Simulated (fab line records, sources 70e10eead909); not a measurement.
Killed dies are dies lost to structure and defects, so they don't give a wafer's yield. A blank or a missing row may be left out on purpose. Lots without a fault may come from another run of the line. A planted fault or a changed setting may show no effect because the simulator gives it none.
Chamber matching | flow nand_harc | NHARC_A_M1_DESCUM_14 on rie_diel-03: 4 sister chambers
The step chemistry O2, time 3 s. 24 wafers are shown with their chamber, then 12 later ones without.

WAFERS WITH THEIR CHAMBER
wafer  | chamber | showerhead_plenum_p_Torr (Torr) | drypump_motor_current_A (A) | oes_product_au (a.u.)
L075.2 | 3       | 1.94                            | 5.7                         | 0.997
L075.4 | 1       | 1.85                            | 5.5                         | 0.992
L075.6 | 0       | 2.01                            | 5.8                         | 0.986
L076.4 | 1       | 1.85                            | 5.5                         | 0.988
L076.5 | 3       | 1.94                            | 5.6                         | 1.015
L076.6 | 0       | 2.01                            | 5.7                         | 0.986
L074.1 | 2       | 1.85                            | 5.5                         | 1.010
L074.3 | 0       | 2.01                            | 5.7                         | 0.993
L074.6 | 0       | 2.01                            | 5.7                         | 0.997
L082.2 | 2       | 1.85                            | 5.5                         | 1.011
L082.3 | 3       | 1.94                            | 5.6                         | 0.985
L082.6 | 0       | 2.01                            | 5.8                         | 0.996
L082.1 | 0       | 2.01                            | 5.8                         | 0.982
L082.4 | 3       | 1.93                            | 5.6                         | 0.997
L082.5 | 2       | 1.85                            | 5.6                         | 1.019
L081.1 | 0       | 2.01                            | 5.7                         | 0.994
L081.4 | 3       | 1.94                            | 5.7                         | 1.003
L081.5 | 1       | 1.85                            | 5.5                         | 1.004
L086.1 | 1       | 1.85                            | 5.5                         | 0.990
L086.3 | 0       | 2.01                            | 5.7                         | 0.993
L086.5 | 3       | 1.93                            | 5.6                         | 0.998
L087.1 | 0       | 2.01                            | 5.7                         | 0.998
L087.5 | 0       | 2.01                            | 5.7                         | 0.996
L087.6 | 3       | 1.94                            | 5.6                         | 1.015

SIGNATURES (means of the wafers above)
reading                  | chamber 0 | chamber 1 | chamber 2 | chamber 3 | scatter within a chamber
showerhead_plenum_p_Torr | 2.0100    | 1.8500    | 1.8500    | 1.9371    | 0.00267
drypump_motor_current_A  | 5.730     | 5.500     | 5.533     | 5.629     | 0.0458
oes_product_au           | 0.99210   | 0.99350   | 1.01333   | 1.00143   | 0.00764
Rule: a wafer's distance from a chamber is the root of the sum, over the readings, of the square of ((its reading less the chamber's mean) divided by the reading's scatter). The wafer belongs to the nearest chamber; if the next one is less than 2 further off, it can't be placed. The scatter: the root of (the sum of the squares of (reading less its chamber's mean) over the shown wafers, divided by (wafers less chambers)).

WAFERS WITHOUT THEIR CHAMBER
wafer  | showerhead_plenum_p_Torr (Torr) | drypump_motor_current_A (A) | oes_product_au (a.u.)
L089.2 | 1.85                            | 5.5                         | 1.018
L089.4 | 2.01                            | 5.7                         | 0.988
L089.5 | 2.01                            | 5.7                         | 0.996
L091.1 | 1.93                            | 5.6                         | 0.998
L091.4 | 2.01                            | 5.7                         | 0.986
L091.5 | 1.93                            | 5.6                         | 1.009
L093.2 | 1.85                            | 5.5                         | 1.010
L093.4 | 1.85                            | 5.5                         | 0.996
L093.6 | 1.85                            | 5.5                         | 1.014
L095.3 | 2.01                            | 5.7                         | 1.007
L095.4 | 1.85                            | 5.5                         | 1.020
L095.5 | 1.93                            | 5.6                         | 1.019

WHICH CHAMBER EACH WENT THROUGH
wafer  | from the rows above     | in truth
L089.2 | 2                       | 2
L089.4 | 0                       | 0
L089.5 | 0                       | 0
L091.1 | 3                       | 3
L091.4 | 0                       | 0
L091.5 | 3                       | 3
L093.2 | can't be placed: 2 or 1 | 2
L093.4 | 1                       | 1
L093.6 | can't be placed: 2 or 1 | 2
L095.3 | 0                       | 0
L095.4 | 2                       | 2
L095.5 | 3                       | 3
Placed correctly: 10 of 12. Can't be placed from these rows: 2 (the true chamber is among the candidates in 2). Placed wrongly: 0.
